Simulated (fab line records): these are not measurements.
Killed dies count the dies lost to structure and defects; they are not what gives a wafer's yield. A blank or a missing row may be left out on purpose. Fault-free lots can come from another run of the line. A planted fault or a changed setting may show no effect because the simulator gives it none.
Split-lot study + flow n5Finfet + 39 wafers read across 7 lots, on a route 1938 steps long

## THE SPLIT
At N5_BEOL_M14_DEP_53 (deposits SiCN from 3MS/NH3, target thk 50 nm, time 17.8 s), the setting timeS was moved away from the recipe's 17.8 s on 12 of the 39 wafers read, by -57.4% to +56.4%. The other wafers ran this setting at the recipe's value.

The split's own step is where the reading is taken.

## THE READING
SiCN_of_BEOL_M14_DEP_53.thkNm (the simulator's own value, which no gauge read), in nm, at N5_BEOL_M14_DEP_53 (deposits SiCN from 3MS/NH3, target thk 50 nm, time 17.8 s). There is no usual value for it anywhere in the file. The 27 wafers here that ran the recipe average 50.3 nm, standard deviation 0.55 nm.

| wafer  | tool, chamber at the split | timeS as run, s | against the recipe | SiCN_of_BEOL_M14_DEP_53.thkNm, nm | against lot-mates on the recipe |
|--------|----------------------------|-----------------|--------------------|-----------------------------------|---------------------------------|
| L074.2 | pecvd-03, 2                | 17.8            | recipe             | 50.6                              | -                               |
| L074.4 | pecvd-03, 2                | 17.8            | recipe             | 50.4                              | -                               |
| L074.6 | pecvd-03, 0                | 17.8            | recipe             | 51.4                              | -                               |
| L077.1 | pecvd-03, 0                | 17.8            | recipe             | 49.8                              | -                               |
| L077.2 | pecvd-03, 1                | 17.8            | recipe             | 49.6                              | -                               |
| L077.5 | pecvd-03, 1                | 17.8            | recipe             | 49.6                              | -                               |
| L077.3 | pecvd-03, 2                | 17.8            | recipe             | 49.4                              | -                               |
| L077.4 | pecvd-03, 0                | 17.8            | recipe             | 50.8                              | -                               |
| L077.6 | pecvd-03, 2                | 17.8            | recipe             | 50.4                              | -                               |
| L081.1 | pecvd-03, 0                | 26.7            | +50.0%             | 74.4                              | +24.1                           |
| L081.2 | pecvd-03, 1                | 17.8            | recipe             | 50                                | -                               |
| L081.3 | pecvd-03, 2                | 17.8            | recipe             | 50.4                              | -                               |
| L081.4 | pecvd-03, 0                | 26.7            | +50.0%             | 75.4                              | +25.1                           |
| L081.5 | pecvd-03, 2                | 17.8            | recipe             | 50.6                              | -                               |
| L081.6 | pecvd-03, 1                | 26.7            | +50.0%             | 75                                | +24.7                           |
| L085.1 | pecvd-03, 2                | 17.8            | recipe             | 49.2                              | -                               |
| L085.2 | pecvd-03, 0                | 17.8            | recipe             | 50.6                              | -                               |
| L085.3 | pecvd-03, 0                | 17.8            | recipe             | 50.6                              | -                               |
| L085.4 | pecvd-03, 2                | 7.577           | -57.4%             | 22                                | -28.1                           |
| L085.5 | pecvd-03, 2                | 7.577           | -57.4%             | 21.6                              | -28.5                           |
| L085.6 | pecvd-03, 0                | 7.577           | -57.4%             | 23                                | -27.1                           |
| L089.1 | pecvd-04, 0                | 17.8            | recipe             | 50                                | -                               |
| L089.2 | pecvd-04, 1                | 13.91           | -21.9%             | 39.2                              | -10.8                           |
| L089.3 | pecvd-04, 2                | 13.91           | -21.9%             | 38.2                              | -11.8                           |
| L089.4 | pecvd-04, 2                | 17.8            | recipe             | 49.8                              | -                               |
| L089.5 | pecvd-04, 1                | 17.8            | recipe             | 50.2                              | -                               |
| L089.6 | pecvd-04, 0                | 13.91           | -21.9%             | 39.8                              | -10.2                           |
| L093.1 | pecvd-01, 2                | 17.8            | recipe             | 49.4                              | -                               |
| L093.2 | pecvd-01, 1                | 17.8            | recipe             | 50                                | -                               |
| L093.3 | pecvd-01, 0,2              | 17.8            | recipe             | 50.4                              | -                               |
| L093.6 | pecvd-01, 0,2              | 17.8            | recipe             | 50.4                              | -                               |
| L093.4 | pecvd-01, 0                | 17.8            | recipe             | 51.2                              | -                               |
| L093.5 | pecvd-01, 1                | 17.8            | recipe             | 51                                | -                               |
| L096.1 | pecvd-01, 1                | 27.84           | +56.4%             | 77                                | +26.4                           |
| L096.2 | pecvd-01, 2                | 27.84           | +56.4%             | 76.2                              | +25.6                           |
| L096.3 | pecvd-01, 0                | 27.84           | +56.4%             | 77.4                              | +26.8                           |
| L096.4 | pecvd-01, 0,2              | 17.8            | recipe             | 50.4                              | -                               |
| L096.6 | pecvd-01, 0,2              | 17.8            | recipe             | 50.4                              | -                               |
| L096.5 | pecvd-01, 1                | 17.8            | recipe             | 51                                | -                               |
The file does not say which wafer passed through which chamber wherever a row lists several chambers: such a row stands for several wafers.

THE FIT
A straight line over all 39 wafers: SiCN_of_BEOL_M14_DEP_53.thkNm changes by +0.486 nm for each +1% of timeS; r = +1.00; the points scatter about the line by 0.64 nm.
The same after taking each lot's own level away (the mean of its wafers on the recipe; 39 wafers): +0.482 nm for each +1%; r = +1.00; scatter 0.6 nm.
On that fit, the largest move of timeS shifts the reading by 28 nm.
From 49.93 to 50.80 nm: that is the span of the lots' own levels, equal to 1.6 times the standard deviation above.
Consequently the slope shifts little with the lot-to-lot level, the two slopes agreeing.
Check: for one of the wafers moved furthest among these (-57.4%), held out of the fit, the line's prediction against its lot-mates is -27.7 nm. It came out at -28.1 nm against them.

## THESE WAFERS: OTHER SPLITS
These wafers also went through other splits before the reading. Each is held against what the fit with the lots' levels taken away leaves over:
| other split on the same wafers   | wafers away from the commonest value | r with SiCN_of_BEOL_M14_DEP_53.thkNm (lot level and that fit taken away) |
|----------------------------------|--------------------------------------|--------------------------------------------------------------------------|
| N5_BEOL_M8_ILD_DEP_00 targetThkA | 15                                   | -0.03                                                                    |
| N5_BEOL_M10_ILD_DEP_00 timeS     | 12                                   | +0.11                                                                    |
| N5_BEOL_M11_ETCH_66 timeS        | 12                                   | +0.08                                                                    |

## THE FILE'S OWN FIT
SiCN_of_BEOL_M14_DEP_53.thkNm changes by +0.482 nm for each +1% of timeS, r = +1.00.
